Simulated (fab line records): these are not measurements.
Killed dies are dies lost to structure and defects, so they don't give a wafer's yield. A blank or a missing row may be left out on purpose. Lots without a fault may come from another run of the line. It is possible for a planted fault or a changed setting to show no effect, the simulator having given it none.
Matching of chambers || flow n5 finfet || N5_BEOL_M1_ETCH_74 on rie diel-03 has 4 sister chambers
The step etches underlayer in N2/H2, target depth 6.5 nm, time 5.2 s. 4 wafers are shown with their chamber, then 7 later ones without.

## EACH WAFER AND ITS CHAMBER
{"wafer": "L079.3", "chamber": 0, "drypump motor current A (A)": 5.9}
{"wafer": "L080.2", "chamber": 3, "drypump motor current A (A)": 5.9}
{"wafer": "L091.1", "chamber": 2, "drypump motor current A (A)": 5.7}
{"wafer": "L091.3", "chamber": 1, "drypump motor current A (A)": 6.4}

## WAFERS WHOSE CHAMBER IS MISSING
{"wafer": "L091.6", "drypump motor current A (A)": 5.9}
{"wafer": "L092.1", "drypump motor current A (A)": 6.4}
{"wafer": "L092.2", "drypump motor current A (A)": 5.9}
{"wafer": "L092.5", "drypump motor current A (A)": 5.6}
{"wafer": "L096.1", "drypump motor current A (A)": 5.6}
{"wafer": "L096.3", "drypump motor current A (A)": 6.4}
{"wafer": "L096.5", "drypump motor current A (A)": 5.9}

## CHAMBER TAKEN BY EACH
{"wafer": "L091.6", "from the rows above": "can't be placed: 0 or 3", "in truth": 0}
{"wafer": "L092.1", "from the rows above": 1, "in truth": 1}
{"wafer": "L092.2", "from the rows above": "can't be placed: 0 or 3", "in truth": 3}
{"wafer": "L092.5", "from the rows above": 2, "in truth": 2}
{"wafer": "L096.1", "from the rows above": 2, "in truth": 2}
{"wafer": "L096.3", "from the rows above": 1, "in truth": 1}
{"wafer": "L096.5", "from the rows above": "can't be placed: 0 or 3", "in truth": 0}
Correctly placed: 4 of 7. These rows do not allow placing 3 (true chamber among the candidates in 3). Placed wrongly: 0.
How it was worked out, from the rows above alone: a wafer's distance from a chamber is the root of the sum, over the readings, of the square of ((its reading less the chamber's mean) divided by the reading's scatter). The wafer belongs to the nearest chamber; if the next one is less than 2 further off, it can't be placed. A chamber's mean is the mean of its shown wafers. The scatter: with one shown wafer a chamber, the root of the mean of the squares of how far each hidden wafer lies from its nearest shown one.
